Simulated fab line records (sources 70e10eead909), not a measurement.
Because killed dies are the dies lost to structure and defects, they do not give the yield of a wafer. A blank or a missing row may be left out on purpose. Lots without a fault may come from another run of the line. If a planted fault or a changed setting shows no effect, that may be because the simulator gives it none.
fab line records | flow nand_harc
[record] lots = 24 wafers = 72 last_day = 25
route steps=1159 shown A_SGD_CUT@759 A_SLIT@779 A_WL_FILL@813
lots with no fault: from the same line, run without faults
start_h: hours from the record's first day to the start of the lot's first wafer shown | wait_h: hours since the lot's step before | " same as the row above | L1.1+2: a row that stands for several wafers | - no value, or no start was given | * or withheld: withheld | < > ~ a bound
route shown NAME@n: NAME is a module with steps in the file, n the number in the route of the first one | usual: mean and standard deviation over wafers with no fault | same: alike in all rows | chamber/n: place in a boat | sites: per-site readings | _std_site: their standard deviation | _edge_site: inner sites' mean taken away from outer sites' mean | radius_mm: for every site, how far away it sits from the centre of the wafer | mask NAME#n: copy n | behind: tool/chamber where the wafer was last shaped | hold: cause of the lot's hold/its duration in hours/its outcome | device: names the non-switching transistor (n, p or np) | end of line: the route-end tests of the same wafers | a step without rows: its recipe alone | killed: dies that structure and defects cost at the first sort, which is not the same as the wafer's yield | map: per-die view of a wafer (x killed, . not killed, _ where there is no die)
set.NAME: the setting as run; set.NAME@STEP: as run at that earlier step | model.NAME: the simulator's own value behind a step, which no gauge read
route steps across a sampled set of lots; one table per step, one row per wafer
services: a tool's chamber out of use, with start hour (start_h, from the record's first day; less than 0 if before it), hours out, and reason
[[steps]]
[step NHARC_A_SGD_CUT_OVL_MEAS_10]
[usual] overlay_x_nm = 0.1/0.83 overlay_y_nm = 0.2/0.72
// columns lot.wafer tool chamber start_h wait_h overlay_x_nm overlay_y_nm
L076.1 overlay-02 - 312.04 - 0.1 0.8
L076.2 " - " " 0.0 0.7
L076.5 " - " " -0.4 0.5
L075.4 overlay-02 - 312.25 - 0.9 1.5
L075.5 " - " " 0.6 1.3
L075.6 " - " " 0.1 1.5
L074.1 overlay-02 - 317.76 - 0.8 0.6
L074.2 " - " " 0.4 -0.1
L074.6 " - " " 0.7 -0.1
L077.1 overlay-02 - 333.12 - -0.9 -0.1
L077.5 " - " " 0.1 -0.7
L077.6 " - " " -0.9 -0.2
L080.3 overlay-02 - 336.77 - 0.5 -0.6
L080.5 " - " " -0.1 -1.2
L080.6 " - " " -0.2 -0.7
L079.1 overlay-02 - 337.54 - -0.1 1.4
L079.3 " - " " -0.6 1.3
L079.4 " - " " 0.0 1.1
L078.2 overlay-01 - 338.22 - 0.3 0.1
L078.3 " - " " -0.2 -0.2
L078.4 " - " " 0.7 0.0
L081.2 overlay-02 - 349.73 - 1.6 -1.4
L081.4 " - " " 1.6 -1.0
L081.5 " - " " 1.6 -1.1
L083.1 overlay-01 - 362.86 - -0.6 0.9
L083.4 " - " " -1.0 1.2
L083.6 " - " " -1.0 0.8
L082.1 overlay-02 - 363.28 - 1.0 0.2
L082.2 " - " " 0.9 0.5
L082.3 " - " " 0.9 0.5
L084.2 overlay-01 - 363.62 - 0.7 0.2
L084.4 " - " " 1.0 -0.2
L084.6 " - " " 0.6 -0.3
L088.4 overlay-02 - 383.51 - 1.8 0.7
L088.5 " - " " 2.6 0.4
L088.6 " - " " 1.9 0.0
L085.1 overlay-01 - 383.80 - -0.4 -0.2
L085.2 " - " " -0.4 0.0
L085.4 " - " " 0.1 -0.2
L086.1 overlay-01 - 394.24 - 0.8 -0.4
L086.4 " - " " 0.6 0.8
L086.5 " - " " 0.5 0.0
L087.1 overlay-02 - 404.58 - 0.0 1.5
L087.2 " - " " -0.5 0.8
L087.4 " - " " -0.4 1.1
L090.1 overlay-01 - 404.85 - -0.6 0.5
L090.2 " - " " -0.6 0.4
L090.4 " - " " -0.1 0.9
L089.1 overlay-02 - 406.04 - -1.1 0.1
L089.2 " - " " -0.9 0.3
L089.5 " - " " -1.1 -0.4
L091.2 overlay-02 - 406.48 - -0.6 -1.0
L091.3 " - " " -1.1 -1.1
L091.6 " - " " -1.3 -1.0
L092.1 overlay-02 - 421.45 - -0.3 -0.4
L092.3 " - " " 0.0 -0.2
L092.4 " - " " -0.2 -0.3
L094.1 overlay-01 - 421.62 - -0.2 0.8
L094.2 " - " " 0.1 1.0
L094.6 " - " " 0.2 1.4
L095.3 overlay-02 - 421.88 - -1.4 -0.2
L095.5 " - " " -1.0 -0.3
L095.6 " - " " -1.1 -0.3
L093.3 overlay-01 - 423.03 - -0.4 -0.1
L093.5 " - " " -0.6 -0.1
L093.6 " - " " -0.1 -0.4
L096.1 overlay-02 - 443.69 - 0.0 0.8
L096.2 " - " " 0.1 0.6
L096.4 " - " " -0.1 0.0
L097.1 overlay-02 - 454.61 - 1.5 0.5
L097.2 " - " " 1.0 0.0
L097.4 " - " " 1.1 0.5
[step NHARC_A_SGD_CUT_ETCH_58]
[recipe] target_depth_a = 390 over_etch_frac = 0.3 time_s = 65 ion_energy_ev = 80 cf4_flow_sccm = 150 ar_flow_sccm = 0 rf_w = 300 bias_w = 100 chemistry = CF4
[usual] cf4_flow_sccm = 150.0/0.48 drypump_motor_current_A = 5.8/0.69 oes_product_au = 1.000/0.011 rf_vpp_V = 151.0/1.1 showerhead_plenum_p_Torr = 1.75/0.081 throttle_valve_pct = 13.285/0.01
// columns lot.wafer tool chamber start_h wait_h cf4_flow_sccm drypump_motor_current_A oes_product_au rf_hours_counter_h rf_vpp_V showerhead_plenum_p_Torr throttle_valve_pct
L076.1 rie_diel-04 1 312.23 0.1 150.4 6.6 1.029 1 151.3 1.74 13.259
L076.2 " 2 " " 149.5 5.7 0.988 1 149.3 1.66 13.276
L076.5 " 0 " " 150.2 5.3 1.002 - 150.3 1.67 13.293
L075.4 rie_diel-06 0 312.45 0.1 150.4 6.6 0.987 5 150.6 1.83 13.265
L075.6 " 2 " " 150.2 5.5 0.992 - 151.9 1.85 13.274
L075.5 " 3 " " 149.0 6.4 0.984 - 151.4 1.82 13.281
L074.2 rie_diel-05 2 317.97 0.1 150.8 4.7 0.996 16 150.9 1.68 13.283
L074.1 " 1 " " 150.3 6.4 1.005 16 152.2 1.83 13.289
L074.6 " 1 " " 149.3 6.4 1.013 - 151.5 1.83 13.260
L077.1 rie_diel-05 0 333.33 0.1 149.2 4.7 0.996 18 149.1 1.68 13.300
L077.5 " 0 " " 149.1 4.7 0.983 - 149.9 1.68 13.291
L077.6 " 1 " " 150.0 6.3 1.003 - 151.4 1.83 13.286
L080.3 rie_diel-05 2 336.99 0.1 150.7 4.7 1.009 19 149.9 1.68 13.311
L080.6 " 0 " " 150.1 4.7 0.989 - 149.8 1.68 13.288
L080.5 " 2 " " 150.0 4.7 1.004 - 150.6 1.68 13.275
L079.1 rie_diel-06 1 337.72 0.1 150.4 6.3 1.006 8 150.7 1.69 13.287
L079.3 " 2 " " 150.1 5.5 1.005 9 152.4 1.84 13.309
L079.4 " 3 " " 150.2 6.4 0.993 9 151.5 1.82 13.302
L078.3 rie_diel-05 2 338.42 0.1 149.9 4.7 1.008 20 149.6 1.68 13.288
L078.2 " 1 " " 149.5 6.3 1.011 20 151.4 1.83 13.287
L078.4 " 2 " " 149.9 4.7 1.014 - 150.5 1.68 13.278
L081.2 rie_diel-04 0 349.91 0.1 149.7 5.3 1.006 4 149.1 1.67 13.281
L081.4 " 1 " " 149.5 6.6 1.028 4 150.5 1.74 13.264
L081.5 " 0 " " 149.9 5.3 1.006 - 149.8 1.67 13.291
L083.1 rie_diel-04 0 363.04 0.1 149.7 5.2 1.000 5 149.6 1.67 13.293
L083.4 " 2 " " 150.6 5.7 0.990 4 149.0 1.66 13.265
L083.6 " 1 " " 150.4 6.6 1.012 - 150.7 1.74 13.291
L082.2 rie_diel-04 1 363.48 0.1 149.4 6.6 1.017 5 151.3 1.74 13.285
L082.3 " 2 " " 150.2 5.7 0.991 4 149.4 1.66 13.285
L082.1 " 3 " " 150.6 5.2 0.998 5 151.7 1.89 13.303
L084.2 rie_diel-05 3 363.81 0.1 149.7 6.4 1.001 2 152.0 1.77 13.287
L084.4 " 0 " " 150.1 4.7 0.992 2 151.5 1.68 13.277
L084.6 " 3 " " 150.2 6.4 1.003 - 151.1 1.77 13.289
L088.4 rie_diel-05 3 383.70 0.1 149.7 6.4 1.014 5 151.6 1.77 13.283
L088.6 " 3 " " 149.9 6.4 1.009 - 150.2 1.77 13.294
L088.5 " 0 " " 150.0 4.7 1.009 - 150.2 1.68 13.287
L085.1 rie_diel-06 2 383.98 0.1 149.8 5.4 0.990 12 152.1 1.84 13.293
L085.4 " 3 " " 150.3 6.4 0.993 12 151.1 1.82 13.281
L085.2 " 0 " " 148.9 6.6 0.988 11 150.7 1.83 13.283
L086.1 rie_diel-04 0 394.43 0.1 149.4 5.3 1.007 7 150.6 1.67 13.288
L086.4 " 2 " " 150.3 5.7 0.999 6 149.8 1.66 13.286
L086.5 " 3 " " 150.4 5.2 1.001 - 153.2 1.89 13.272
L087.2 rie_diel-04 3 404.76 0.1 150.1 5.2 0.998 7 151.7 1.89 13.296
L087.1 " 1 " " 150.1 6.6 1.021 7 151.0 1.74 13.267
L087.4 " 2 " " 150.3 5.7 0.991 7 148.5 1.66 13.300
L090.1 rie_diel-06 2 405.04 0.1 150.2 5.5 0.999 14 152.0 1.84 13.288
L090.4 " 3 " " 149.5 6.4 0.985 13 151.6 1.82 13.293
L090.2 " 0 " " 149.7 6.6 0.984 12 150.7 1.83 13.283
L089.1 rie_diel-06 3 406.23 0.1 149.8 6.4 0.990 13 150.3 1.82 13.272
L089.2 " 0 " " 150.1 6.5 0.974 13 153.1 1.83 13.293
L089.5 " 2 " " 149.3 5.5 1.001 - 149.8 1.84 13.286
L091.2 rie_diel-06 1 406.67 0.1 150.1 6.3 1.000 13 151.6 1.69 13.289
L091.3 " 3 " " 149.4 6.4 0.985 14 152.5 1.82 13.294
L091.6 " 1 " " 150.1 6.3 0.994 - 150.9 1.68 13.286
L092.1 rie_diel-04 2 421.64 0.1 150.0 5.7 1.010 8 149.6 1.66 13.292
L092.3 " 3 " " 150.2 5.2 0.995 8 152.3 1.89 13.267
L092.4 " 0 " " 149.4 5.3 1.011 9 150.4 1.67 13.287
L094.1 rie_diel-05 1 421.81 0.1 148.4 6.4 1.003 8 151.3 1.83 13.287
L094.2 " 3 " " 149.8 6.4 1.013 9 150.9 1.77 13.284
L094.6 " 1 " " 148.8 6.4 1.007 - 149.8 1.83 13.275
L095.3 rie_diel-04 0 422.08 0.1 151.0 5.3 0.997 9 150.0 1.67 13.280
L095.5 " 3 " " 149.8 5.2 0.999 - 153.0 1.89 13.283
L095.6 " 0 " " 150.1 5.3 1.007 - 150.9 1.67 13.281
L093.3 rie_diel-04 2 423.21 0.1 149.8 5.7 0.999 9 150.1 1.66 13.295
L093.5 " 2 " " 149.6 5.7 0.991 - 148.8 1.66 13.282
L093.6 " 3 " " 150.5 5.2 0.991 - 153.3 1.89 13.276
L096.2 rie_diel-06 1 443.89 0.1 149.7 6.3 0.999 1 150.6 1.69 13.300
L096.1 " 3 " " 149.3 6.4 1.012 1 152.3 1.82 13.277
L096.4 " 1 " " 150.1 6.3 0.987 - 150.5 1.68 13.282
L097.1 rie_diel-06 0 454.81 0.1 150.3 6.6 0.997 3 151.0 1.83 13.274
L097.2 " 1 " " 150.3 6.3 0.987 2 150.6 1.68 13.283
L097.4 " 2 " " 149.2 5.5 0.987 1 152.3 1.84 13.268
[step NHARC_A_SGD_CUT_STRIP_17]
[recipe] o2_flow_sccm = 500 ar_flow_sccm = 0 bias_w = 0 chemistry = O2
[usual] drypump_motor_current_A = 5.8/0.71 oes_product_au = 1.000/0.012 rf_vpp_V = 57.8/0.9 showerhead_plenum_p_Torr = 3.49/0.16 throttle_valve_pct = 17.036/0.0092
// columns lot.wafer tool chamber start_h wait_h drypump_motor_current_A oes_product_au rf_hours_counter_h rf_vpp_V showerhead_plenum_p_Torr throttle_valve_pct
L076.1 rie_diel-04 0 - - 5.3 1.012 1 56.9 3.33 17.021
L076.2 " 3 " " 5.2 1.001 1 60.3 3.77 17.029
L076.5 " 1 " " 6.6 1.036 - 58.6 3.47 17.043
L075.4 rie_diel-06 3 - - 6.4 0.999 6 58.8 3.64 17.028
L075.5 " 0 " " 6.6 0.985 - 59.5 3.66 17.031
L075.6 " 1 " " 6.3 1.005 - 58.3 3.37 17.046
L074.2 rie_diel-05 0 - - 4.7 0.992 16 56.8 3.36 17.030
L074.1 " 1 " " 6.4 1.014 16 57.6 3.66 17.045
L074.6 " 2 " " 4.7 0.997 - 58.6 3.36 17.036
L077.1 rie_diel-05 1 - - 6.4 1.007 19 57.9 3.66 17.039
L077.6 " 1 " " 6.4 1.015 - 58.8 3.66 17.036
L077.5 " 2 " " 4.7 1.012 - 57.9 3.35 17.015
L080.3 rie_diel-05 0 - - 4.7 0.992 20 57.1 3.35 17.046
L080.5 " 0 " " 4.7 0.995 - 56.5 3.35 17.049
L080.6 " 1 " " 6.4 1.011 - 58.6 3.66 17.038
L079.1 rie_diel-06 1 - - 6.3 1.006 8 58.5 3.36 17.025
L079.4 " 2 " " 5.5 0.984 9 59.3 3.68 17.017
L079.3 " 3 " " 6.4 0.979 9 58.2 3.64 17.035
L078.2 rie_diel-05 0 - - 4.7 0.988 20 57.6 3.35 17.039
L078.3 " 2 " " 4.7 1.011 20 58.2 3.35 17.041
L078.4 " 0 " " 4.8 0.993 - 58.2 3.35 17.039
L081.2 rie_diel-04 1 - - 6.6 1.015 4 57.4 3.46 17.039
L081.4 " 2 " " 5.7 0.977 3 58.4 3.31 17.024
L081.5 " 0 " " 5.3 0.998 - 56.3 3.33 17.037
L083.1 rie_diel-04 1 - - 6.6 1.023 5 57.1 3.46 17.046
L083.4 " 3 " " 5.2 0.988 5 59.5 3.77 17.030
L083.6 " 1 " " 6.6 1.023 - 56.8 3.46 17.032
L082.3 rie_diel-04 0 - - 5.3 1.003 6 56.6 3.33 17.035
L082.2 " 1 " " 6.6 1.015 5 57.0 3.46 17.040
L082.1 " 3 " " 5.2 0.997 5 57.2 3.76 17.038
L084.4 rie_diel-05 1 - - 6.4 1.010 2 57.7 3.65 17.042
L084.2 " 3 " " 6.4 1.005 2 57.8 3.53 17.028
L084.6 " 2 " " 4.7 1.006 - 56.8 3.35 17.032
L088.4 rie_diel-05 0 - - 4.7 0.997 4 56.5 3.35 17.030
L088.5 " 0 " " 4.7 0.988 - 56.4 3.35 17.040
L088.6 " 1 " " 6.4 1.000 - 58.4 3.65 17.026
L085.4 rie_diel-06 3 - - 6.4 0.991 12 58.3 3.63 17.028
L085.1 " 0 " " 6.6 0.994 11 57.6 3.65 17.044
L085.2 " 2 " " 5.5 1.007 13 58.5 3.68 17.037
L086.1 rie_diel-04 1 - - 6.6 1.017 7 56.8 3.46 17.045
L086.4 " 3 " " 5.2 0.990 7 58.5 3.76 17.027
L086.5 " 1 " " 6.6 1.019 - 58.4 3.46 17.029
L087.4 rie_diel-04 0 - - 5.3 0.996 8 57.0 3.32 17.030
L087.2 " 1 " " 6.6 1.021 8 58.3 3.46 17.044
L087.1 " 3 " " 5.2 1.004 8 56.0 3.76 17.029
L090.1 rie_diel-06 2 - - 5.5 0.990 14 57.1 3.68 17.016
L090.2 " 3 " " 6.4 0.988 13 57.2 3.63 17.038
L090.4 " 0 " " 6.5 0.994 13 57.3 3.65 17.030
L089.2 rie_diel-06 3 - - 6.4 0.987 14 59.1 3.63 17.035
L089.1 " 2 " " 5.5 0.991 15 58.6 3.68 17.036
L089.5 " 3 " " 6.4 0.985 - 58.6 3.63 17.030
L091.3 rie_diel-06 2 - - 5.5 0.987 15 58.3 3.68 17.039
L091.2 " 1 " " 6.3 1.010 14 55.9 3.36 17.058
L091.6 " 3 " " 6.4 0.985 - 58.8 3.63 17.033
L092.3 rie_diel-04 2 - - 5.7 0.987 8 56.4 3.31 17.042
L092.4 " 3 " " 5.2 0.984 9 59.4 3.76 17.028
L092.1 " 0 " " 5.3 0.996 9 58.0 3.32 17.040
L094.2 rie_diel-05 2 - - 4.7 1.002 9 59.1 3.35 17.049
L094.1 " 0 " " 4.7 1.003 9 57.4 3.35 17.042
L094.6 " 1 " " 6.4 0.992 - 59.2 3.65 17.042
L095.3 rie_diel-04 0 - - 5.3 1.013 9 57.6 3.32 17.038
L095.6 " 0 " " 5.3 1.003 - 57.0 3.32 17.046
L095.5 " 1 " " 6.6 1.022 - 58.4 3.46 17.012
L093.3 rie_diel-04 2 - - 5.7 0.986 9 57.4 3.31 17.034
L093.5 " 0 " " 5.3 0.999 - 55.9 3.32 17.016
L093.6 " 1 " " 6.6 1.017 - 55.9 3.46 17.020
L096.1 rie_diel-06 3 - - 6.4 1.000 2 56.9 3.63 17.031
L096.2 " 0 " " 6.5 0.983 2 57.9 3.65 17.043
L096.4 " 3 " " 6.4 0.998 - 57.5 3.63 17.038
L097.1 rie_diel-06 0 - - 6.6 0.981 3 58.4 3.65 17.024
L097.2 " 1 " " 6.3 0.992 3 56.5 3.36 17.040
L097.4 " 2 " " 5.5 0.991 1 59.5 3.68 17.041
[step NHARC_A_SLIT_DEP_25]
[recipe] target_thk_a = 2000 temp_c = 400 pressure_torr = 6.5 rf_w = 900 teos_flow_sccm = 161.4 flow_sccm = 2650 target_thk_nm = 200 gas = O2 material = SiO2
[usual] heater_power_w = 537/110 showerhead_vpp_V = 1838/100 throttle_valve_pct = 16.0/0.54
// columns lot.wafer tool chamber start_h wait_h heater_power_w showerhead_vpp_V throttle_valve_pct
L076.2 pecvd-03 0 319.29 0.1 732 1751 16.5
L076.1 " 2 " " 401 1746 16.2
L076.5 " 0 " " 749 1761 16.5
L075.6 pecvd-03 1 319.64 0.4 478 2040 16.5
L075.4 " 2 " " 410 1772 16.2
L075.5 " 0 " " 712 1748 16.6
L074.1 pecvd-04 2 324.53 0.1 699 1824 15.5
L074.2 " 1 " " 454 1817 15.5
L074.6 " 1 " " 464 1790 15.3
L077.1 pecvd-03 0 340.01 0.1 649 1810 16.6
L077.6 " 0 " " 649 1772 16.4
L077.5 " 1 " " 548 2062 16.6
L080.3 pecvd-03 2 343.56 0.1 315 1775 16.0
L080.5 " 0 " " 698 1793 16.3
L080.6 " 1 " " 487 2021 16.6
L079.3 pecvd-04 0 343.67 0.2 502 1768 16.0
L079.1 " 1 " " 523 1783 15.7
L079.4 " 1 " " 523 1803 15.6
L078.3 pecvd-03 0 343.83 0.3 612 1765 16.5
L078.2 " 1 " " 485 2036 17.0
L078.4 " 2 " " 413 1753 16.2
L081.2 pecvd-04 2 356.39 0.1 705 1867 15.5
L081.4 " 1 " " 511 1829 15.6
L081.5 " 2 " " 712 1846 15.7
L082.2 pecvd-03 0 369.59 0.1 694 1764 16.4
L082.1 " 1 " " 489 2056 17.0
L082.3 " 2 " " 309 1761 16.0
L084.2 pecvd-02 2 369.61 0.1 526 1802 15.5
L084.6 " 2 " " 502 1822 15.7
L084.4 " 0 " " 552 1752 16.3
L083.1 pecvd-04 2 369.65 0.1 699 1841 15.7
L083.4 " 2 " " 718 1842 15.1
L083.6 " 1 " " 510 1780 15.7
L085.2 pecvd-04 1 390.29 0.1 503 1767 15.2
L085.1 " 2 " " 704 1872 15.2
L085.4 " 1 " " 526 1773 15.5
L088.5 pecvd-03 1 390.39 0.2 496 2054 17.0
L088.4 " 2 " " 410 1758 16.1
L088.6 " 0 " " 764 1759 16.4
L086.1 pecvd-03 0 402.78 0.1 727 1764 16.8
L086.4 " 2 " " 332 1750 16.3
L086.5 " 1 " " 539 2055 16.7
L090.1 pecvd-04 1 411.25 0.1 535 1790 15.5
L090.2 " 0 " " 490 1806 15.4
L090.4 " 0 " " 513 1786 15.5
L087.1 pecvd-02 2 411.35 0.2 496 1812 15.5
L087.2 " 0 " " 432 1773 16.0
L087.4 " 2 " " 520 1804 15.6
L091.2 pecvd-03 1 411.50 0.2 483 2046 16.8
L091.3 " 2 " " 356 1767 16.0
L091.6 " 2 " " 362 1789 16.4
L089.1 pecvd-04 2 411.52 0.2 705 1863 15.6
L089.2 " 0 " " 471 1782 15.6
L089.5 " 1 " " 545 1795 15.3
L093.3 pecvd-04 1 428.75 0.1 540 1816 15.4
L093.5 " 1 " " 539 1812 15.0
L093.6 " 2 " " 708 1821 15.6
L094.1 pecvd-02 1 428.84 0.1 435 1971 15.5
L094.2 " 0 " " 528 1750 16.1
L094.6 " 1 " " 458 1949 15.4
L095.3 pecvd-03 1 428.92 0.1 463 2082 16.8
L095.6 " 1 " " 466 2091 17.0
L095.5 " 0 " " 670 1768 16.1
L092.1 pecvd-04 2 428.99 0.2 676 1857 15.5
L092.3 " 1 " " 507 1791 15.4
L092.4 " 2 " " 671 1856 15.5
L096.2 pecvd-02 1 450.20 0.1 450 1960 15.5
L096.1 " 0 " " 521 1754 16.2
L096.4 " 2 " " 510 1840 15.6
L097.2 pecvd-03 2 461.22 0.1 341 1777 16.5
L097.1 " 0 " " 707 1772 16.4
L097.4 " 2 " " 347 1759 16.1
[step NHARC_A_WL_FILL_CVD_03]
[recipe] target_thk_a = 400 temp_c = 300 pressure_torr = 40 wf6_flow_sccm = 40 h2_flow_sccm = 1600 ar_flow_sccm = 1560 time_s = 3302 material = W
[usual] heater_power_w = 442/31 throttle_valve_pct = 7.8/0.36
// columns lot.wafer tool chamber start_h wait_h heater_power_w throttle_valve_pct
L076.1 cvd_w-01 1 335.46 0.1 406 8.3
L076.2 " 0 " " 469 7.9
L076.5 " 1 337.34 1.9 425 8.1
L075.4 cvd_w-02 0 337.03 1.5 406 7.9
L075.6 " 1 " " 447 7.2
L075.5 " 0 " " 419 7.7
L074.1 cvd_w-02 0 339.85 0.1 420 8.0
L074.2 " 1 " " 452 7.1
L074.6 " 1 342.18 2.4 457 7.6
L077.1 cvd_w-01 0 361.53 4.8 470 7.8
L077.5 " 1 362.96 6.3 424 7.9
L077.6 " 0 " " 463 7.5
L079.1 cvd_w-01 1 363.91 7.0 428 8.0
L079.3 " 1 " " 419 8.3
L079.4 " 0 " " 448 7.9
L080.3 cvd_w-02 0 364.79 7.9 428 7.8
L080.6 " 0 " " 422 7.8
L080.5 " 1 " " 459 7.4
L078.2 cvd_w-02 1 367.11 6.8 446 7.3
L078.3 " 1 " " 460 7.2
L078.4 " 0 " " 421 7.8
L081.2 cvd_w-01 1 373.63 0.5 429 8.5
L081.4 " 1 " " 427 8.0
L081.5 " 0 " " 455 7.5
L082.2 cvd_w-01 0 395.92 8.8 454 7.9
L082.1 " 1 " " 422 8.0
L082.3 " 1 " " 427 8.2
L083.1 cvd_w-02 0 396.71 9.4 410 7.9
L083.4 " 1 " " 485 7.3
L083.6 " 1 " " 491 7.2
L084.2 cvd_w-01 1 398.77 11.4 415 8.3
L084.4 " 1 " " 419 8.2
L084.6 " 1 " " 418 8.4
L085.1 cvd_w-02 0 406.66 1.3 406 8.4
L085.2 " 1 " " 492 7.2
L085.4 " 0 " " 399 8.2
L088.4 cvd_w-01 1 408.97 3.4 423 8.2
L088.6 " 0 " " 454 7.7
L088.5 " 1 " " 422 8.2
L086.1 cvd_w-02 0 422.65 3.1 400 7.7
L086.4 " 0 " " 423 8.2
L086.5 " 0 " " 402 7.7
L087.1 cvd_w-01 0 431.33 3.1 457 7.7
L087.2 " 1 " " 421 8.2
L087.4 " 1 " " 428 8.2
L090.1 cvd_w-02 1 431.37 2.9 497 7.3
L090.2 " 0 " " 407 8.1
L090.4 " 0 " " 408 8.4
L089.2 cvd_w-01 0 434.15 5.6 454 7.7
L089.1 " 1 " " 424 8.0
L089.5 " 0 436.03 7.5 456 7.8
L091.2 cvd_w-02 1 435.86 4.2 486 7.3
L091.3 " 0 " " 400 8.1
L091.6 " 0 " " 405 7.8
L094.2 cvd_w-02 1 448.40 0.1 490 7.5
L094.1 " 0 " " 407 7.8
L094.6 " 0 450.76 2.4 403 7.9
L093.3 cvd_w-01 1 449.24 1.0 417 8.1
L093.5 " 1 " " 423 8.0
L093.6 " 0 " " 466 7.6
L092.1 cvd_w-02 0 457.62 6.0 407 7.9
L092.4 " 1 " " 498 7.2
L092.3 " 0 " " 414 8.1
L095.3 cvd_w-02 1 460.95 9.3 490 7.4
L095.6 " 1 " " 482 7.3
L095.5 " 0 " " 404 8.0
L096.2 cvd_w-01 1 466.19 0.8 416 8.2
L096.1 " 0 " " 446 7.8
L096.4 " 0 " " 455 8.0
L097.1 cvd_w-02 0 485.48 5.1 408 7.9
L097.2 " 1 " " 496 7.3
L097.4 " 0 " " 403 8.2
[step NHARC_A_WL_FILL_ETCHBACK_17]
[recipe] target_depth_a = 40 time_s = 26.7 chemistry = Cl2/BCl3
[usual] drypump_motor_current_A = 5.8/0.54 oes_product_au = 1.000/0.0094
// columns lot.wafer tool chamber start_h wait_h drypump_motor_current_A oes_product_au rf_hours_counter_h
L075.4 rie_metal-02 1 349.69 - 5.2 0.997 -
L075.6 " 1 " " 5.2 0.992 -
L075.5 " 0 " " 6.4 1.004 -
L076.1 rie_metal-01 0 349.91 - 6.5 0.980 0.4
L076.2 " 1 " " 5.7 1.003 0.4
L076.5 " 0 " " 6.5 0.985 -
L074.1 rie_metal-01 0 356.93 - 6.5 0.984 0.5
L074.2 " 1 " " 5.7 1.003 0.5
L074.6 " 0 " " 6.5 0.987 -
L079.1 rie_metal-03 1 380.04 - 5.7 1.005 2.7
L079.3 " 1 " " 5.7 0.988 -
L079.4 " 0 " " 5.1 0.997 -
L077.1 rie_metal-01 1 380.30 - 5.7 1.003 1.3
L077.5 " 1 " " 5.7 1.005 -
L077.6 " 0 " " 6.5 0.988 -
L080.3 rie_metal-02 0 382.59 - 6.4 1.001 -
L080.6 " 1 " " 5.1 0.983 -
L080.5 " 0 " " 6.4 1.001 -
L078.2 rie_metal-03 0 383.15 - 5.1 1.009 2.8
L078.3 " 0 " " 5.1 1.007 -
L078.4 " 1 " " 5.7 0.997 -
L081.2 rie_metal-02 1 387.17 - 5.2 0.992 5.3
L081.4 " 1 " " 5.2 0.992 -
L081.5 " 1 " " 5.1 0.989 -
L082.2 rie_metal-01 0 409.84 - 6.5 0.999 2.0
L082.1 " 1 " " 5.7 1.011 2.0
L082.3 " 1 " " 5.7 1.013 -
L083.1 rie_metal-02 0 410.12 - 6.4 0.993 0.4
L083.4 " 1 " " 5.2 1.003 -
L083.6 " 1 " " 5.1 0.982 -
L084.2 rie_metal-01 1 410.13 - 5.7 1.013 2.1
L084.4 " 1 " " 5.7 1.009 -
L084.6 " 1 " " 5.7 1.025 -
L085.1 rie_metal-01 1 421.40 - 5.7 1.019 2.4
L085.2 " 0 " " 6.5 1.004 2.4
L085.4 " 0 " " 6.6 0.999 -
L088.4 rie_metal-02 1 423.42 - 5.2 1.004 -
L088.6 " 1 " " 5.1 0.989 -
L088.5 " 0 " " 6.4 0.991 -
L086.1 rie_metal-01 0 437.59 - 6.5 0.999 2.7
L086.4 " 1 " " 5.7 1.011 -
L086.5 " 0 " " 6.6 0.998 -
L087.2 rie_metal-01 1 445.06 - 5.7 1.013 2.7
L087.1 " 0 " " 6.5 0.983 2.7
L087.4 " 1 " " 5.7 1.005 -
L090.2 rie_metal-03 0 445.07 - 5.1 0.999 4.2
L090.1 " 1 " " 5.7 1.004 4.2
L090.4 " 1 " " 5.7 1.007 -
L089.2 rie_metal-02 1 445.12 - 5.1 0.997 1.2
L089.1 " 0 " " 6.3 0.999 1.2
L089.5 " 1 " " 5.1 0.990 -
L091.2 rie_metal-01 0 449.51 - 6.5 1.006 3.0
L091.3 " 1 " " 5.7 1.016 -
L091.6 " 1 " " 5.7 1.019 -
L094.1 rie_metal-02 0 463.20 - 6.3 1.011 2.6
L094.2 " 0 " " 6.3 0.995 -
L094.6 " 0 " " 6.3 0.992 -
L093.3 rie_metal-01 0 463.33 - 6.6 0.989 -
L093.5 " 1 " " 5.7 1.017 -
L093.6 " 0 " " 6.5 1.007 -
L092.1 rie_metal-03 1 471.06 - 5.8 1.007 0.2
L092.3 " 0 " " 5.1 0.990 -
L092.4 " 1 " " 5.7 1.007 -
L095.3 rie_metal-03 1 474.03 - 5.7 1.007 -
L095.6 " 0 " " 5.1 0.984 -
L095.5 " 1 " " 5.7 1.007 -
L096.1 rie_metal-02 1 483.06 - 5.1 0.999 1.7
L096.2 " 0 " " 6.3 1.000 3.2
L096.4 " 0 " " 6.3 0.991 -
L097.1 rie_metal-03 1 500.74 - 5.8 0.999 0.7
L097.2 " 0 " " 5.1 0.992 0.7
L097.4 " 0 " " 5.1 0.998 -
[[services]]
// columns tool chamber start_h hours kind
rie_diel-04 - 288.90 9.0 pm
rie_diel-04 0 288.90 9.0 vent_cycle
rie_diel-04 1 288.90 9.0 vent_cycle
pecvd-03 - 292.41 13.0 pm
cvd_w-01 - 295.70 13.0 pm
rie_diel-05 3 307.16 35.4 repair
rie_metal-01 - 332.00 9.0 pm
rie_metal-02 0 333.07 9.4 repair
pecvd-02 - 334.45 13.0 pm
rie_diel-05 - 340.61 9.0 pm
pecvd-04 1 349.16 6.1 repair
pecvd-04 - 376.46 13.0 pm
cvd_w-02 - 378.93 13.0 pm
rie_metal-02 - 388.00 9.0 pm
rie_diel-06 - 418.34 9.0 pm
rie_diel-06 2 439.07 15.7 repair
rie_metal-02 1 449.15 17.2 repair
rie_metal-03 - 453.25 9.0 pm
rie_metal-01 - 464.64 0.2 repair
rie_diel-04 - 465.90 9.0 pm
pecvd-03 - 473.41 13.0 pm
cvd_w-01 - 480.94 13.0 pm
pecvd-04 - 486.68 3.1 repair
rie_metal-02 - 491.32 1.2 repair
[[key]]
fault none
